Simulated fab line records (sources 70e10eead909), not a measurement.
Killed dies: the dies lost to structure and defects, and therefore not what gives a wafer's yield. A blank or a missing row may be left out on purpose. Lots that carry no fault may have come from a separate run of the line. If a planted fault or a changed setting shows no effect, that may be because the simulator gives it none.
Chamber matching :: flow nand harc :: cmp-01 running NHARC_P_M2_CMP_23: 4 sister chambers
The step polishes, t overpolish 20 s, target thk 144.3 nm. 8 wafers are shown with their chamber, then 10 later ones without.

## WAFERS PAIRED WITH THEIR CHAMBERS
wafer: L084.4
chamber: 3
motor current A (A): 11.9
time to endpoint s (s): 29.7

wafer: L084.5
chamber: 3
motor current A (A): 11.6
time to endpoint s (s): 31.0

wafer: L084.1
chamber: 1
motor current A (A): 10.1
time to endpoint s (s): 28.8

wafer: L084.3
chamber: 0
motor current A (A): 14.4
time to endpoint s (s): 27.8

wafer: L085.2
chamber: 0
motor current A (A): 15.7
time to endpoint s (s): 31.7

wafer: L085.5
chamber: 1
motor current A (A): 9.8
time to endpoint s (s): 26.8

wafer: L087.2
chamber: 2
motor current A (A): 12.5
time to endpoint s (s): 30.7

wafer: L087.5
chamber: 2
motor current A (A): 13.0
time to endpoint s (s): 30.8

## WAFERS WITHOUT THEIR CHAMBER
wafer: L087.6
motor current A (A): 10.3
time to endpoint s (s): 29.5

wafer: L092.2
motor current A (A): 11.7
time to endpoint s (s): 28.1

wafer: L092.3
motor current A (A): 12.8
time to endpoint s (s): 29.1

wafer: L092.5
motor current A (A): 11.1
time to endpoint s (s): 29.1

wafer: L092.1
motor current A (A): 14.0
time to endpoint s (s): 28.3

wafer: L092.4
motor current A (A): 10.4
time to endpoint s (s): 27.0

wafer: L092.6
motor current A (A): 12.7
time to endpoint s (s): 29.5

wafer: L094.1
motor current A (A): 11.6
time to endpoint s (s): 31.8

wafer: L094.2
motor current A (A): 14.4
time to endpoint s (s): 32.3

wafer: L094.6
motor current A (A): 14.1
time to endpoint s (s): 34.1

## WHICH CHAMBER EACH ONE RAN IN
wafer: L087.6
from the rows above: can't be placed: 1 or 3
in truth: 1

wafer: L092.2
from the rows above: can't be placed: 3 or 2
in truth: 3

wafer: L092.3
from the rows above: can't be placed: 2 or 3
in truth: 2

wafer: L092.5
from the rows above: can't be placed: 3 or 1 or 2
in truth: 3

wafer: L092.1
from the rows above: can't be placed: 0 or 2
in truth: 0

wafer: L092.4
from the rows above: 1
in truth: 1

wafer: L092.6
from the rows above: can't be placed: 2 or 3
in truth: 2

wafer: L094.1
from the rows above: can't be placed: 3 or 2
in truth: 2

wafer: L094.2
from the rows above: can't be placed: 0 or 2
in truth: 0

wafer: L094.6
from the rows above: can't be placed: 0 or 2 or 3
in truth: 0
Placed correctly: 1 of 10. Not placeable from these rows: 9 (in 9, the candidates include the true chamber). 0 placed wrongly.
How it was worked out, from the rows above alone: a wafer's distance from a chamber is the root of the sum, over the readings, of the square of ((its reading less the chamber's mean) divided by the reading's scatter). The wafer belongs to the nearest chamber; if the next one is less than 2 further off, it can't be placed. For every chamber, the mean is computed from those of its wafers that are shown. The scatter is the square root of a quotient: the sum, over the shown wafers, of each reading's squared deviation from its chamber's mean, divided by wafers minus chambers.
